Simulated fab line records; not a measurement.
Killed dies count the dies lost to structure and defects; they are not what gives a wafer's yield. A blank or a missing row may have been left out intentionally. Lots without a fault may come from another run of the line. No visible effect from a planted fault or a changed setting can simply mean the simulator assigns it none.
Chamber matching | flow nand harc | NHARC_A_BONDPAD_ETCH_24 on rie diel-07: 4 sister chambers
The step etches the open film in CF4/N2, target depth 30 nm, time 72.99 s. 4 wafers are shown with their chamber, then 7 later ones without.

== WAFERS WITH THEIR CHAMBER ==
wafer  | chamber | drypump motor current A (A)
L116.3 | 1       | 5.7
L121.6 | 3       | 6.5
L122.2 | 2       | 5.0
L122.5 | 0       | 6.1

== WAFERS WHOSE CHAMBER IS MISSING ==
wafer  | drypump motor current A (A)
L122.6 | 5.7
L135.2 | 5.8
L135.4 | 6.1
L135.6 | 6.5
L134.1 | 5.1
L134.2 | 6.2
L134.3 | 5.8

== CHAMBER TAKEN BY EACH ==
wafer  | from the rows above | in truth
L122.6 | 1                   | 1
L135.2 | 1                   | 1
L135.4 | 0                   | 0
L135.6 | 3                   | 3
L134.1 | 2                   | 2
L134.2 | 0                   | 0
L134.3 | 1                   | 1
Placed correctly: 7 of 7. Left unplaced by these rows: 0. 0 placed wrongly.
How it was worked out, from the rows above alone: a wafer's distance from a chamber is the root of the sum, over the readings, of the square of ((its reading less the chamber's mean) divided by the reading's scatter). The wafer belongs to the nearest chamber; if the next one is less than 2 further off, it can't be placed. Each chamber's mean is taken over the wafers shown for it. The scatter (one wafer shown for each chamber): square how far every hidden wafer sits from the nearest shown wafer, average those squares and take the square root.
